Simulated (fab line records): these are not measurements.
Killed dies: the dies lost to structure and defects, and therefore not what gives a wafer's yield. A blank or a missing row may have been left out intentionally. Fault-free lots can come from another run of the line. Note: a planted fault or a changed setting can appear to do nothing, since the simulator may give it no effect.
Which of the tools did it? / flow n5 finfet / Sampling: 14 lots, 42 wafers, 7 of 1938 route steps

## WHAT THE GAUGES SHOWED, per wafer
N5_BEOL_M3_CD_MEAS_18: pitch 36 nm, target cd 18 nm.
lot=L997; measured=day 7 19:19; on=cd sem-02; cd nm (nm)=17.44 17.84 17.75
lot=L999; measured=day 8 07:46; on=cd sem-03; cd nm (nm)=17.50 17.76 17.90
lot=L100; measured=day 8 14:06; on=cd sem-03; cd nm (nm)=18.02 17.79 18.32
lot=L101; measured=day 8 21:17; on=cd sem-01; cd nm (nm)=18.22 17.84 17.61
lot=L103; measured=day 9 13:22; on=cd sem-03; cd nm (nm)=17.63 17.91 18.81
lot=L105; measured=day 11 05:59; on=cd sem-03; cd nm (nm)=18.32 18.18 18.19
lot=L107; measured=day 11 17:53; on=cd sem-01; cd nm (nm)=- - -
lot=L108; measured=day 12 11:32; on=cd sem-03; cd nm (nm)=- - -
lot=L109; measured=day 12 22:55; on=cd sem-01; cd nm (nm)=18.28 18.28 17.77
lot=L110; measured=day 12 23:28; on=cd sem-01; cd nm (nm)=17.58 17.90 17.76
lot=L116; measured=day 13 12:52; on=cd sem-01; cd nm (nm)=18.51 18.42 18.25
lot=L115; measured=day 13 20:21; on=cd sem-02; cd nm (nm)=18.16 18.10 18.27
lot=L118; measured=day 14 12:01; on=cd sem-03; cd nm (nm)=18.26 17.95 18.10
lot=L119; measured=day 14 16:10; on=cd sem-03; cd nm (nm)=17.93 18.13 17.84

N5_BEOL_M4_RC_MEAS_101.
lot=L997; measured=day 9 18:11; on=prober-01; DIBL_N (mV/V)=37.5 37.8 35.0; DIBL_P (mV/V)=38.2 39.5 35.7; IOFF_N (nA/um)=0.185 0.200 0.143; IOFF_P (nA/um)=0.238 0.248 0.190; ION_N (uA/um)=676 675 670; ION_P (uA/um)=460 459 463; SS_N (mV/dec)=71.3 73.1 71.3; SS_P (mV/dec)=74.3 74.2 73.0; VT_N (mV)=247.9 245.3 250.0; VT_P (mV)=-248.6 -248.1 -251.1
lot=L999; measured=day 10 03:50; on=prober-01; DIBL_N (mV/V)=35.0 35.6 36.1; DIBL_P (mV/V)=36.1 37.4 37.8; IOFF_N (nA/um)=0.126 0.148 0.149; IOFF_P (nA/um)=0.198 0.235 0.227; ION_N (uA/um)=669 679 668; ION_P (uA/um)=459 473 458; SS_N (mV/dec)=70.9 71.3 71.5; SS_P (mV/dec)=72.1 73.1 72.3; VT_N (mV)=255.9 248.9 251.6; VT_P (mV)=-249.1 -247.1 -248.8
lot=L100; measured=day 10 22:22; on=prober-01; DIBL_N (mV/V)=37.2 36.5 35.9; DIBL_P (mV/V)=37.1 36.6 35.2; IOFF_N (nA/um)=0.172 0.161 0.140; IOFF_P (nA/um)=0.244 0.243 0.227; ION_N (uA/um)=676 672 669; ION_P (uA/um)=472 467 469; SS_N (mV/dec)=71.9 71.8 71.0; SS_P (mV/dec)=73.9 73.0 72.7; VT_N (mV)=248.4 247.0 252.1; VT_P (mV)=-244.4 -247.3 -248.4
lot=L101; measured=day 11 10:13; on=prober-01; DIBL_N (mV/V)=36.3 34.8 36.3; DIBL_P (mV/V)=36.4 33.7 35.6; IOFF_N (nA/um)=0.166 0.135 0.171; IOFF_P (nA/um)=0.199 0.167 0.199; ION_N (uA/um)=684 677 691; ION_P (uA/um)=462 463 465; SS_N (mV/dec)=71.2 71.3 71.8; SS_P (mV/dec)=73.6 72.6 73.6; VT_N (mV)=248.7 252.9 248.2; VT_P (mV)=-252.6 -251.8 -250.2
lot=L103; measured=day 13 01:34; on=prober-02; DIBL_N (mV/V)=36.7 37.7 36.1; DIBL_P (mV/V)=37.0 37.7 34.9; IOFF_N (nA/um)=0.177 0.182 0.156; IOFF_P (nA/um)=0.217 0.223 0.183; ION_N (uA/um)=689 677 670; ION_P (uA/um)=466 459 456; SS_N (mV/dec)=71.6 72.3 71.0; SS_P (mV/dec)=74.0 73.2 73.2; VT_N (mV)=250.4 245.9 249.7; VT_P (mV)=-248.3 -247.1 -251.6
lot=L105; measured=day 13 23:12; on=prober-02; DIBL_N (mV/V)=35.9 35.7 35.2; DIBL_P (mV/V)=36.0 35.8 35.6; IOFF_N (nA/um)=0.138 0.138 0.128; IOFF_P (nA/um)=0.162 0.165 0.158; ION_N (uA/um)=662 671 668; ION_P (uA/um)=451 455 456; SS_N (mV/dec)=71.5 71.1 70.8; SS_P (mV/dec)=73.4 72.9 72.3; VT_N (mV)=250.9 253.8 255.3; VT_P (mV)=-255.3 -253.9 -256.4
lot=L109; measured=day 15 10:38; on=prober-01; DIBL_N (mV/V)=36.8 34.9 37.2; DIBL_P (mV/V)=37.0 35.0 37.4; IOFF_N (nA/um)=0.144 0.116 0.153; IOFF_P (nA/um)=0.238 0.204 0.250; ION_N (uA/um)=663 650 665; ION_P (uA/um)=460 455 460; SS_N (mV/dec)=72.3 71.6 72.1; SS_P (mV/dec)=73.7 72.6 73.7; VT_N (mV)=251.8 257.1 251.9; VT_P (mV)=-247.6 -250.4 -248.8
lot=L110; measured=day 15 19:02; on=prober-02; DIBL_N (mV/V)=36.0 34.5 36.7; DIBL_P (mV/V)=35.6 33.9 36.1; IOFF_N (nA/um)=0.151 0.128 0.169; IOFF_P (nA/um)=0.238 0.210 0.253; ION_N (uA/um)=667 662 682; ION_P (uA/um)=468 464 467; SS_N (mV/dec)=71.7 70.8 71.6; SS_P (mV/dec)=73.2 72.8 72.9; VT_N (mV)=248.3 253.7 245.5; VT_P (mV)=-246.1 -245.9 -243.8
lot=L116; measured=day 17 06:04; on=prober-02; DIBL_N (mV/V)=36.5 40.0 37.1; DIBL_P (mV/V)=36.4 40.9 37.2; IOFF_N (nA/um)=0.150 0.228 0.171; IOFF_P (nA/um)=0.210 0.301 0.236; ION_N (uA/um)=676 699 677; ION_P (uA/um)=466 479 471; SS_N (mV/dec)=71.5 72.5 71.1; SS_P (mV/dec)=72.9 74.0 73.1; VT_N (mV)=250.0 242.9 246.3; VT_P (mV)=-250.0 -244.8 -247.0
lot=L115; measured=day 17 07:20; on=prober-02; DIBL_N (mV/V)=36.7 37.0 35.8; DIBL_P (mV/V)=36.8 37.5 35.6; IOFF_N (nA/um)=0.160 0.168 0.143; IOFF_P (nA/um)=0.218 0.219 0.199; ION_N (uA/um)=677 684 665; ION_P (uA/um)=467 468 463; SS_N (mV/dec)=71.3 70.9 71.3; SS_P (mV/dec)=73.0 72.6 73.0; VT_N (mV)=248.6 249.9 249.8; VT_P (mV)=-247.3 -248.5 -250.6
lot=L118; measured=day 17 17:07; on=prober-01; DIBL_N (mV/V)=35.6 36.3 36.0; DIBL_P (mV/V)=35.2 34.7 35.2; IOFF_N (nA/um)=0.158 0.159 0.158; IOFF_P (nA/um)=0.210 0.200 0.205; ION_N (uA/um)=682 666 675; ION_P (uA/um)=464 459 458; SS_N (mV/dec)=72.1 72.0 71.3; SS_P (mV/dec)=73.3 73.4 73.0; VT_N (mV)=248.2 249.2 249.8; VT_P (mV)=-248.4 -250.9 -249.2
lot=L119; measured=day 16 04:41; on=prober-02; DIBL_N (mV/V)=37.2 38.7 37.2; DIBL_P (mV/V)=36.6 36.8 35.6; IOFF_N (nA/um)=0.171 0.196 0.161; IOFF_P (nA/um)=0.241 0.250 0.223; ION_N (uA/um)=678 671 674; ION_P (uA/um)=467 461 464; SS_N (mV/dec)=72.2 72.8 71.9; SS_P (mV/dec)=73.7 73.2 73.3; VT_N (mV)=251.6 246.3 247.5; VT_P (mV)=-246.2 -246.9 -249.5

## WHAT TOOL EACH LOT RAN ON (gives the tool, then ch and the chambers of the sampled wafers, and finally the start)
lot=L997; N5_BEOL_M2_ANNEAL_51=rtp anneal-02 ch 0, day 7 15:08; N5_BEOL_M3_ETCH_74=rie diel-06 ch 0,2,3, day 7 18:50; N5_BEOL_M3_ETCH_64=rie diel-06 ch 0,2,3, day 7 18:53; N5_BEOL_M3_HM_OPEN_17=rie metal-02 ch 0,1, day 7 19:02; N5_BEOL_M3_STRIP_19=rie diel-06 ch 1,3, day 7 19:14
lot=L999; N5_BEOL_M2_ANNEAL_51=rtp anneal-02 ch 0, day 8 05:19; N5_BEOL_M3_ETCH_74=rie diel-06 ch 0,2, day 8 07:22; N5_BEOL_M3_ETCH_64=rie diel-06 ch 0,2, day 8 07:25; N5_BEOL_M3_HM_OPEN_17=rie metal-03 ch 0,1, day 8 07:35; N5_BEOL_M3_STRIP_19=rie diel-06 ch 1,2,3, day 8 07:43
lot=L100; N5_BEOL_M2_ANNEAL_51=rtp anneal-01 ch 0, day 8 10:38; N5_BEOL_M3_ETCH_74=rie diel-06 ch 0,1,2, day 8 13:42; N5_BEOL_M3_ETCH_64=rie diel-06 ch 0,1,2, day 8 13:45; N5_BEOL_M3_HM_OPEN_17=rie metal-01 ch 0,1, day 8 13:57; N5_BEOL_M3_STRIP_19=rie diel-01 ch 0,1,3, day 8 14:02
lot=L101; N5_BEOL_M2_ANNEAL_51=rtp anneal-02 ch 0, day 8 19:07; N5_BEOL_M3_ETCH_74=rie diel-06 ch 0,1,2, day 8 20:52; N5_BEOL_M3_ETCH_64=rie diel-06 ch 0,1,2, day 8 20:55; N5_BEOL_M3_HM_OPEN_17=rie metal-02 ch 0,1, day 8 21:05; N5_BEOL_M3_STRIP_19=rie diel-06 ch 0,1,3, day 8 21:13
lot=L103; N5_BEOL_M2_ANNEAL_51=rtp anneal-02 ch 0, day 9 10:38; N5_BEOL_M3_ETCH_74=rie diel-06 ch 0,2,3, day 9 12:58; N5_BEOL_M3_ETCH_64=rie diel-06 ch 0,2,3, day 9 13:01; N5_BEOL_M3_HM_OPEN_17=rie metal-01 ch 0,1, day 9 13:11; N5_BEOL_M3_STRIP_19=rie diel-06 ch 0,1,3, day 9 13:17
lot=L105; N5_BEOL_M2_ANNEAL_51=rtp anneal-02 ch 0, day 11 03:46; N5_BEOL_M3_ETCH_74=rie diel-01 ch 2,3, day 11 05:35; N5_BEOL_M3_ETCH_64=rie diel-01 ch 2,3, day 11 05:38; N5_BEOL_M3_HM_OPEN_17=rie metal-03 ch 0,1, day 11 05:48; N5_BEOL_M3_STRIP_19=rie diel-03 ch 1,2,3, day 11 05:55
lot=L107; N5_BEOL_M2_ANNEAL_51=rtp anneal-01 ch 0, day 11 15:42; N5_BEOL_M3_ETCH_74=rie diel-06 ch 1,3, day 11 17:29; N5_BEOL_M3_ETCH_64=rie diel-06 ch 1,3, day 11 17:32; N5_BEOL_M3_HM_OPEN_17=rie metal-02 ch 0,1, day 11 17:42; N5_BEOL_M3_STRIP_19=rie diel-01 ch 0,1,3, day 11 17:49
lot=L108; N5_BEOL_M2_ANNEAL_51=rtp anneal-02 ch 0, day 12 07:32; N5_BEOL_M3_ETCH_74=rie diel-03 ch 0,2,3, day 12 11:08; N5_BEOL_M3_ETCH_64=rie diel-03 ch 0,2,3, day 12 11:11; N5_BEOL_M3_HM_OPEN_17=rie metal-03 ch 0,1, day 12 11:23; N5_BEOL_M3_STRIP_19=rie diel-03 ch 0,2,3, day 12 11:28
lot=L109; N5_BEOL_M2_ANNEAL_51=rtp anneal-01 ch 0, day 12 19:28; N5_BEOL_M3_ETCH_74=rie diel-06 ch 0,2, day 12 22:31; N5_BEOL_M3_ETCH_64=rie diel-06 ch 0,2, day 12 22:34; N5_BEOL_M3_HM_OPEN_17=rie metal-02 ch 0,1, day 12 22:44; N5_BEOL_M3_STRIP_19=rie diel-03 ch 0,3, day 12 22:50
lot=L110; N5_BEOL_M2_ANNEAL_51=rtp anneal-02 ch 0, day 12 21:21; N5_BEOL_M3_ETCH_74=rie diel-03 ch 0,1,2, day 12 23:04; N5_BEOL_M3_ETCH_64=rie diel-03 ch 0,1,2, day 12 23:07; N5_BEOL_M3_HM_OPEN_17=rie metal-02 ch 0,1, day 12 23:17; N5_BEOL_M3_STRIP_19=rie diel-03 ch 1,2, day 12 23:23
lot=L116; N5_BEOL_M2_ANNEAL_51=rtp anneal-02 ch 0, day 13 10:02; N5_BEOL_M3_ETCH_74=rie diel-03 ch 0,3, day 13 12:28; N5_BEOL_M3_ETCH_64=rie diel-03 ch 0,3, day 13 12:31; N5_BEOL_M3_HM_OPEN_17=rie metal-03 ch 0,1, day 13 12:41; N5_BEOL_M3_STRIP_19=rie diel-03 ch 2,3, day 13 12:47
lot=L115; N5_BEOL_M2_ANNEAL_51=rtp anneal-02 ch 0, day 13 17:54; N5_BEOL_M3_ETCH_74=rie diel-03 ch 0,2,3, day 13 19:58; N5_BEOL_M3_ETCH_64=rie diel-03 ch 0,2,3, day 13 20:00; N5_BEOL_M3_HM_OPEN_17=rie metal-03 ch 1, day 13 20:10; N5_BEOL_M3_STRIP_19=rie diel-06 ch 0,1,2, day 13 20:17
lot=L118; N5_BEOL_M2_ANNEAL_51=rtp anneal-02 ch 0, day 14 06:50; N5_BEOL_M3_ETCH_74=rie diel-06 ch 0,2, day 14 11:37; N5_BEOL_M3_ETCH_64=rie diel-06 ch 0,2, day 14 11:40; N5_BEOL_M3_HM_OPEN_17=rie metal-02 ch 0,1, day 14 11:52; N5_BEOL_M3_STRIP_19=rie diel-06 ch 1,2,3, day 14 11:57
lot=L119; N5_BEOL_M2_ANNEAL_51=rtp anneal-02 ch 0, day 14 14:10; N5_BEOL_M3_ETCH_74=rie diel-03 ch 1,2, day 14 15:46; N5_BEOL_M3_ETCH_64=rie diel-03 ch 1,2, day 14 15:49; N5_BEOL_M3_HM_OPEN_17=rie metal-02 ch 0,1, day 14 16:01; N5_BEOL_M3_STRIP_19=rie diel-06 ch 0,3, day 14 16:06
- N5_BEOL_M2_ANNEAL_51: time 90 s.
- N5_BEOL_M3_ETCH_74: etches underlayer in N2/H2, target depth 6.5 nm, time 5.2 s.
- N5_BEOL_M3_ETCH_64: etches SOC in N2/H2, target depth 75 nm, overetch 15 nm, time 112.5 s.
- N5_BEOL_M3_HM_OPEN_17: chemistry Cl2/BCl3, target TiN, target depth 20 nm, overetch 6 nm.
- N5_BEOL_M3_STRIP_19: strips in O2.

## WHAT THE TOOLS THEMSELVES READ (means of the sampled wafers that have a number; where no wafer has one, the mark that the record gives instead)
N5_BEOL_M2_ANNEAL_51.
lot=L997; tool=rtp anneal-02; wafer_temp_C_max=226.18
lot=L999; tool=rtp anneal-02; wafer_temp_C_max=225.91
lot=L100; tool=rtp anneal-01; wafer_temp_C_max=226.20
lot=L101; tool=rtp anneal-02; wafer_temp_C_max=225.96
lot=L103; tool=rtp anneal-02; wafer_temp_C_max=225.93
lot=L105; tool=rtp anneal-02; wafer_temp_C_max=225.90
lot=L107; tool=rtp anneal-01; wafer_temp_C_max=226.45
lot=L108; tool=rtp anneal-02; wafer_temp_C_max=226.08
lot=L109; tool=rtp anneal-01; wafer_temp_C_max=225.93
lot=L110; tool=rtp anneal-02; wafer_temp_C_max=225.65
lot=L116; tool=rtp anneal-02; wafer_temp_C_max=225.92
lot=L115; tool=rtp anneal-02; wafer_temp_C_max=226.07
lot=L118; tool=rtp anneal-02; wafer_temp_C_max=226.18
lot=L119; tool=rtp anneal-02; wafer_temp_C_max=226.03

N5_BEOL_M3_ETCH_74.
lot=L997; tool=rie diel-06; bias w (W)=150.2; chamber pressure mTorr (mTorr)=30.00; drypump motor current A (A)=5.9; etch rf on time s (s)=5.29; h2 flow sccm (sccm)=200.2; oes product au (a.u.)=0.63; rf vpp V (V)=524.2; showerhead plenum p Torr (Torr)=2.54; throttle valve pct (%)=17.77
lot=L999; tool=rie diel-06; bias w (W)=149.7; chamber pressure mTorr (mTorr)=30.03; drypump motor current A (A)=5.8; etch rf on time s (s)=5.22; h2 flow sccm (sccm)=199.7; oes product au (a.u.)=0.67; rf vpp V (V)=524.7; showerhead plenum p Torr (Torr)=2.60; throttle valve pct (%)=17.75
lot=L100; tool=rie diel-06; bias w (W)=149.5; chamber pressure mTorr (mTorr)=30.00; drypump motor current A (A)=6.1; etch rf on time s (s)=5.16; h2 flow sccm (sccm)=200.0; oes product au (a.u.)=0.72; rf vpp V (V)=525.7; showerhead plenum p Torr (Torr)=2.57; throttle valve pct (%)=17.81
lot=L101; tool=rie diel-06; bias w (W)=150.2; chamber pressure mTorr (mTorr)=30.00; drypump motor current A (A)=6.1; etch rf on time s (s)=5.26; h2 flow sccm (sccm)=199.9; oes product au (a.u.)=0.71; rf vpp V (V)=525.2; showerhead plenum p Torr (Torr)=2.57; throttle valve pct (%)=17.81
lot=L103; tool=rie diel-06; bias w (W)=150.4; chamber pressure mTorr (mTorr)=29.99; drypump motor current A (A)=5.9; etch rf on time s (s)=5.25; h2 flow sccm (sccm)=200.0; oes product au (a.u.)=0.63; rf vpp V (V)=523.1; showerhead plenum p Torr (Torr)=2.54; throttle valve pct (%)=17.79
lot=L105; tool=rie diel-01; bias w (W)=149.9; chamber pressure mTorr (mTorr)=29.99; drypump motor current A (A)=5.8; etch rf on time s (s)=5.14; h2 flow sccm (sccm)=199.6; oes product au (a.u.)=0.71; rf vpp V (V)=524.9; showerhead plenum p Torr (Torr)=2.58; throttle valve pct (%)=17.97
lot=L107; tool=rie diel-06; bias w (W)=150.5; chamber pressure mTorr (mTorr)=30.03; drypump motor current A (A)=6.1; etch rf on time s (s)=5.16; h2 flow sccm (sccm)=199.9; oes product au (a.u.)=0.71; rf vpp V (V)=521.4; showerhead plenum p Torr (Torr)=2.46; throttle valve pct (%)=17.86
lot=L108; tool=rie diel-03; bias w (W)=149.6; chamber pressure mTorr (mTorr)=29.95; drypump motor current A (A)=6.0; etch rf on time s (s)=5.15; h2 flow sccm (sccm)=200.5; oes product au (a.u.)=0.70; rf vpp V (V)=523.3; showerhead plenum p Torr (Torr)=2.50; throttle valve pct (%)=17.83
lot=L109; tool=rie diel-06; bias w (W)=150.1; chamber pressure mTorr (mTorr)=30.03; drypump motor current A (A)=6.2; etch rf on time s (s)=5.18; h2 flow sccm (sccm)=199.8; oes product au (a.u.)=0.65; rf vpp V (V)=526.4; showerhead plenum p Torr (Torr)=2.61; throttle valve pct (%)=17.87
lot=L110; tool=rie diel-03; bias w (W)=149.6; chamber pressure mTorr (mTorr)=29.98; drypump motor current A (A)=5.7; etch rf on time s (s)=5.24; h2 flow sccm (sccm)=200.3; oes product au (a.u.)=0.66; rf vpp V (V)=524.1; showerhead plenum p Torr (Torr)=2.55; throttle valve pct (%)=17.88
lot=L116; tool=rie diel-03; bias w (W)=150.0; chamber pressure mTorr (mTorr)=29.98; drypump motor current A (A)=6.1; etch rf on time s (s)=5.23; h2 flow sccm (sccm)=200.8; oes product au (a.u.)=0.67; rf vpp V (V)=520.7; showerhead plenum p Torr (Torr)=2.45; throttle valve pct (%)=17.74
lot=L115; tool=rie diel-03; bias w (W)=149.7; chamber pressure mTorr (mTorr)=30.01; drypump motor current A (A)=6.0; etch rf on time s (s)=5.20; h2 flow sccm (sccm)=199.7; oes product au (a.u.)=0.68; rf vpp V (V)=522.5; showerhead plenum p Torr (Torr)=2.49; throttle valve pct (%)=17.85
lot=L118; tool=rie diel-06; bias w (W)=150.1; chamber pressure mTorr (mTorr)=29.96; drypump motor current A (A)=5.8; etch rf on time s (s)=5.22; h2 flow sccm (sccm)=199.8; oes product au (a.u.)=0.65; rf vpp V (V)=523.5; showerhead plenum p Torr (Torr)=2.58; throttle valve pct (%)=17.82
lot=L119; tool=rie diel-03; bias w (W)=149.9; chamber pressure mTorr (mTorr)=30.00; drypump motor current A (A)=5.7; etch rf on time s (s)=5.14; h2 flow sccm (sccm)=199.8; oes product au (a.u.)=0.73; rf vpp V (V)=523.9; showerhead plenum p Torr (Torr)=2.58; throttle valve pct (%)=17.71

N5_BEOL_M3_ETCH_64.
lot=L997; tool=rie diel-06; bias w (W)=149.9; chamber pressure mTorr (mTorr)=30.017; drypump motor current A (A)=5.9; h2 flow sccm (sccm)=199.6; oes product au (a.u.)=0.60; rf vpp V (V)=523.7; showerhead plenum p Torr (Torr)=2.54; throttle valve pct (%)=17.72
lot=L999; tool=rie diel-06; bias w (W)=150.4; chamber pressure mTorr (mTorr)=30.018; drypump motor current A (A)=5.8; h2 flow sccm (sccm)=199.5; oes product au (a.u.)=0.63; rf vpp V (V)=525.7; showerhead plenum p Torr (Torr)=2.60; throttle valve pct (%)=17.71
lot=L100; tool=rie diel-06; bias w (W)=150.3; chamber pressure mTorr (mTorr)=30.036; drypump motor current A (A)=6.1; h2 flow sccm (sccm)=200.0; oes product au (a.u.)=0.67; rf vpp V (V)=524.2; showerhead plenum p Torr (Torr)=2.57; throttle valve pct (%)=17.75
lot=L101; tool=rie diel-06; bias w (W)=149.9; chamber pressure mTorr (mTorr)=29.991; drypump motor current A (A)=6.1; h2 flow sccm (sccm)=199.9; oes product au (a.u.)=0.66; rf vpp V (V)=525.0; showerhead plenum p Torr (Torr)=2.57; throttle valve pct (%)=17.78
lot=L103; tool=rie diel-06; bias w (W)=149.9; chamber pressure mTorr (mTorr)=30.003; drypump motor current A (A)=5.9; h2 flow sccm (sccm)=199.6; oes product au (a.u.)=0.60; rf vpp V (V)=523.8; showerhead plenum p Torr (Torr)=2.54; throttle valve pct (%)=17.76
lot=L105; tool=rie diel-01; bias w (W)=149.5; chamber pressure mTorr (mTorr)=29.966; drypump motor current A (A)=5.8; h2 flow sccm (sccm)=199.8; oes product au (a.u.)=0.65; rf vpp V (V)=525.2; showerhead plenum p Torr (Torr)=2.58; throttle valve pct (%)=17.94
lot=L107; tool=rie diel-06; bias w (W)=-; chamber pressure mTorr (mTorr)=-; drypump motor current A (A)=-; h2 flow sccm (sccm)=-; oes product au (a.u.)=-; rf vpp V (V)=-; showerhead plenum p Torr (Torr)=-; throttle valve pct (%)=-
lot=L108; tool=rie diel-03; bias w (W)=-; chamber pressure mTorr (mTorr)=-; drypump motor current A (A)=-; h2 flow sccm (sccm)=-; oes product au (a.u.)=-; rf vpp V (V)=-; showerhead plenum p Torr (Torr)=-; throttle valve pct (%)=-
lot=L109; tool=rie diel-06; bias w (W)=149.8; chamber pressure mTorr (mTorr)=29.996; drypump motor current A (A)=6.2; h2 flow sccm (sccm)=200.2; oes product au (a.u.)=0.60; rf vpp V (V)=525.3; showerhead plenum p Torr (Torr)=2.61; throttle valve pct (%)=17.83
lot=L110; tool=rie diel-03; bias w (W)=150.1; chamber pressure mTorr (mTorr)=30.015; drypump motor current A (A)=5.7; h2 flow sccm (sccm)=199.3; oes product au (a.u.)=0.61; rf vpp V (V)=523.7; showerhead plenum p Torr (Torr)=2.56; throttle valve pct (%)=17.85
lot=L116; tool=rie diel-03; bias w (W)=149.4; chamber pressure mTorr (mTorr)=30.008; drypump motor current A (A)=6.1; h2 flow sccm (sccm)=200.7; oes product au (a.u.)=0.63; rf vpp V (V)=521.9; showerhead plenum p Torr (Torr)=2.45; throttle valve pct (%)=17.72
lot=L115; tool=rie diel-03; bias w (W)=150.0; chamber pressure mTorr (mTorr)=30.003; drypump motor current A (A)=6.0; h2 flow sccm (sccm)=200.4; oes product au (a.u.)=0.63; rf vpp V (V)=522.7; showerhead plenum p Torr (Torr)=2.49; throttle valve pct (%)=17.80
lot=L118; tool=rie diel-06; bias w (W)=149.8; chamber pressure mTorr (mTorr)=29.996; drypump motor current A (A)=5.8; h2 flow sccm (sccm)=200.8; oes product au (a.u.)=0.60; rf vpp V (V)=524.8; showerhead plenum p Torr (Torr)=2.58; throttle valve pct (%)=17.78
lot=L119; tool=rie diel-03; bias w (W)=150.2; chamber pressure mTorr (mTorr)=29.990; drypump motor current A (A)=5.7; h2 flow sccm (sccm)=200.3; oes product au (a.u.)=0.67; rf vpp V (V)=524.5; showerhead plenum p Torr (Torr)=2.58; throttle valve pct (%)=17.69

N5_BEOL_M3_HM_OPEN_17.
lot=L997; tool=rie metal-02; drypump motor current A (A)=5.9; oes product au (a.u.)=0.59; throttle valve pct (%)=22.24
lot=L999; tool=rie metal-03; drypump motor current A (A)=5.4; oes product au (a.u.)=0.65; throttle valve pct (%)=22.15
lot=L100; tool=rie metal-01; drypump motor current A (A)=5.8; oes product au (a.u.)=0.56; throttle valve pct (%)=22.24
lot=L101; tool=rie metal-02; drypump motor current A (A)=6.1; oes product au (a.u.)=0.62; throttle valve pct (%)=22.20
lot=L103; tool=rie metal-01; drypump motor current A (A)=5.7; oes product au (a.u.)=0.56; throttle valve pct (%)=22.15
lot=L105; tool=rie metal-03; drypump motor current A (A)=5.4; oes product au (a.u.)=0.60; throttle valve pct (%)=22.13
lot=L107; tool=rie metal-02; drypump motor current A (A)=5.9; oes product au (a.u.)=0.33; throttle valve pct (%)=22.74
lot=L108; tool=rie metal-03; drypump motor current A (A)=5.4; oes product au (a.u.)=0.28; throttle valve pct (%)=22.82
lot=L109; tool=rie metal-02; drypump motor current A (A)=5.9; oes product au (a.u.)=0.74; throttle valve pct (%)=22.10
lot=L110; tool=rie metal-02; drypump motor current A (A)=6.1; oes product au (a.u.)=0.70; throttle valve pct (%)=22.15
lot=L116; tool=rie metal-03; drypump motor current A (A)=5.3; oes product au (a.u.)=0.60; throttle valve pct (%)=22.14
lot=L115; tool=rie metal-03; drypump motor current A (A)=5.5; oes product au (a.u.)=0.66; throttle valve pct (%)=22.22
lot=L118; tool=rie metal-02; drypump motor current A (A)=6.0; oes product au (a.u.)=0.69; throttle valve pct (%)=22.14
lot=L119; tool=rie metal-02; drypump motor current A (A)=6.0; oes product au (a.u.)=0.69; throttle valve pct (%)=22.15

N5_BEOL_M3_STRIP_19.
lot=L997; tool=rie diel-06; drypump motor current A (A)=6.1; oes product au (a.u.)=0.88; rf vpp V (V)=3.5; showerhead plenum p Torr (Torr)=2.03; throttle valve pct (%)=16.61
lot=L999; tool=rie diel-06; drypump motor current A (A)=5.9; oes product au (a.u.)=0.82; rf vpp V (V)=3.6; showerhead plenum p Torr (Torr)=2.05; throttle valve pct (%)=16.59
lot=L100; tool=rie diel-01; drypump motor current A (A)=5.7; oes product au (a.u.)=0.85; rf vpp V (V)=3.3; showerhead plenum p Torr (Torr)=2.06; throttle valve pct (%)=16.68
lot=L101; tool=rie diel-06; drypump motor current A (A)=6.2; oes product au (a.u.)=0.80; rf vpp V (V)=3.1; showerhead plenum p Torr (Torr)=2.08; throttle valve pct (%)=16.62
lot=L103; tool=rie diel-06; drypump motor current A (A)=6.2; oes product au (a.u.)=0.79; rf vpp V (V)=3.7; showerhead plenum p Torr (Torr)=2.08; throttle valve pct (%)=16.64
lot=L105; tool=rie diel-03; drypump motor current A (A)=5.8; oes product au (a.u.)=0.76; rf vpp V (V)=4.1; showerhead plenum p Torr (Torr)=2.10; throttle valve pct (%)=16.56
lot=L107; tool=rie diel-01; drypump motor current A (A)=5.7; oes product au (a.u.)=0.91; rf vpp V (V)=3.7; showerhead plenum p Torr (Torr)=2.14; throttle valve pct (%)=16.55
lot=L108; tool=rie diel-03; drypump motor current A (A)=6.0; oes product au (a.u.)=0.82; rf vpp V (V)=3.7; showerhead plenum p Torr (Torr)=2.06; throttle valve pct (%)=16.66
lot=L109; tool=rie diel-03; drypump motor current A (A)=6.1; oes product au (a.u.)=0.80; rf vpp V (V)=4.2; showerhead plenum p Torr (Torr)=2.02; throttle valve pct (%)=16.61
lot=L110; tool=rie diel-03; drypump motor current A (A)=5.4; oes product au (a.u.)=0.72; rf vpp V (V)=3.6; showerhead plenum p Torr (Torr)=2.14; throttle valve pct (%)=16.61
lot=L116; tool=rie diel-03; drypump motor current A (A)=6.0; oes product au (a.u.)=0.79; rf vpp V (V)=3.8; showerhead plenum p Torr (Torr)=2.08; throttle valve pct (%)=16.59
lot=L115; tool=rie diel-06; drypump motor current A (A)=6.1; oes product au (a.u.)=0.80; rf vpp V (V)=4.1; showerhead plenum p Torr (Torr)=2.11; throttle valve pct (%)=16.69
lot=L118; tool=rie diel-06; drypump motor current A (A)=5.9; oes product au (a.u.)=0.88; rf vpp V (V)=3.8; showerhead plenum p Torr (Torr)=2.13; throttle valve pct (%)=16.49
lot=L119; tool=rie diel-06; drypump motor current A (A)=6.0; oes product au (a.u.)=0.88; rf vpp V (V)=4.4; showerhead plenum p Torr (Torr)=2.22; throttle valve pct (%)=16.34

## THE ANSWER, worked out from the rows above alone
Rule: the lots themselves supply what counts as usual. Put in order of their means at a reading, lots are off if they are a third of the lots or fewer, leave a main group of 4 or more, and stand apart from it by a gap of 3 or more times the standard deviation of the main group's means; of several such gaps the widest counts. Not used: any main group whose means are identical at the precision the tables above print for the reading. Also off: a lot with no number at a reading for which 4 or more lots have one. Where the step has rows for the other lots, those lots are counted as sound. Order of review: gauges by route order, followed by the tools' own readings, for which a lot's mean as printed above is used. At the first step where some lot is off, the reading lying furthest off is the one used; lots without a number count as furthest.
Off at N5_BEOL_M3_CD_MEAS_18 (cd nm): L107, L108. Without a number there: L107, L108. Main group: mean 18.01 nm, sd 0.21.
If a tool, at a process step before that reading, ran all the lots that are off and no sound lot after the first of them, it fits. The gauges at N5_BEOL_M3_CD_MEAS_18 aren't tried: what is off there is off at N5_BEOL_M3_ETCH_64 too, on other tools, and a gauge's error can't cause that. None of those tried fits.

## WHAT THE SIMULATOR HAD PUT IN
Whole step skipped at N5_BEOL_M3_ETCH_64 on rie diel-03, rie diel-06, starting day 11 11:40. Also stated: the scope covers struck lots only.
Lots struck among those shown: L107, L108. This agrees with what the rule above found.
